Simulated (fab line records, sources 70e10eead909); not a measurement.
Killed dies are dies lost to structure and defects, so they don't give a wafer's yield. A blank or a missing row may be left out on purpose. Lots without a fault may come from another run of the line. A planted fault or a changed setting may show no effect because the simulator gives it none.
Chamber matching | flow nand_harc | NHARC_A_CONTACT_ETCH_75 on rie_diel-02: 4 sister chambers
The step etches the open film in CF4, target depth 39 nm, time 65 s. 4 wafers are shown with their chamber, then 7 later ones without.

WAFERS WITH THEIR CHAMBER
wafer  | chamber | drypump_motor_current_A (A)
L090.1 | 2       | 5.9
L091.1 | 3       | 6.2
L094.2 | 1       | 6.0
L094.4 | 0       | 5.1

WAFERS WITHOUT THEIR CHAMBER
wafer  | drypump_motor_current_A (A)
L094.5 | 6.0
L095.3 | 6.0
L095.4 | 6.1
L095.5 | 5.9
L095.1 | 5.9
L095.2 | 5.0
L095.6 | 6.0

WHICH CHAMBER EACH WENT THROUGH
wafer  | from the rows above          | in truth
L094.5 | can't be placed: 1 or 2      | 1
L095.3 | can't be placed: 1 or 2      | 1
L095.4 | can't be placed: 1 or 3 or 2 | 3
L095.5 | can't be placed: 2 or 1      | 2
L095.1 | can't be placed: 2 or 1      | 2
L095.2 | 0                            | 0
L095.6 | can't be placed: 1 or 2      | 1
Placed correctly: 1 of 7. Can't be placed from these rows: 6 (the true chamber is among the candidates in 6). Placed wrongly: 0.
How it was worked out, from the rows above alone: a wafer's distance from a chamber is the root of the sum, over the readings, of the square of ((its reading less the chamber's mean) divided by the reading's scatter). The wafer belongs to the nearest chamber; if the next one is less than 2 further off, it can't be placed. A chamber's mean is the mean of its shown wafers. The scatter: with one shown wafer a chamber, the root of the mean of the squares of how far each hidden wafer lies from its nearest shown one.
